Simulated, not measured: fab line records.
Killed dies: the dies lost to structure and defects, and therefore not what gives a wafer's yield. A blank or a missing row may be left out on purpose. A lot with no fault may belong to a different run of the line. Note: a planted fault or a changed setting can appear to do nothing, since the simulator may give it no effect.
Chamber matching	flow n5-finfet	rie-diel-03 running N5_BEOL_M5_DESCUM_33: 4 sister chambers
The step chemistry O2, time 7 s. 4 wafers are shown with their chamber, then 7 later ones without.

## WAFERS WITH THEIR CHAMBER
wafer	chamber	drypump-motor-current-A (A)
L088.3	1	5.9
L088.5	2	5.4
L090.3	0	5.2
L090.5	3	4.7

## WAFERS MISSING THEIR CHAMBER
wafer	drypump-motor-current-A (A)
L090.6	5.4
L092.2	4.8
L092.3	5.9
L092.5	5.2
L096.3	5.4
L096.4	5.9
L096.5	4.7

## WHICH CHAMBER EACH ONE RAN IN
wafer	from the rows above	in truth
L090.6	2	2
L092.2	3	3
L092.3	1	1
L092.5	0	0
L096.3	2	2
L096.4	1	1
L096.5	3	3
Placed correctly: 7 of 7. Not placeable from these rows: 0. Wrongly placed: 0.
How it was worked out, from the rows above alone: a wafer's distance from a chamber is the root of the sum, over the readings, of the square of ((its reading less the chamber's mean) divided by the reading's scatter). If the next closest chamber is less than 2 further off than the closest, the wafer can't be placed; otherwise it belongs to the closest. A chamber's mean is the mean of its shown wafers. The scatter (one wafer shown for each chamber): square how far every hidden wafer sits from the nearest shown wafer, average those squares and take the square root.
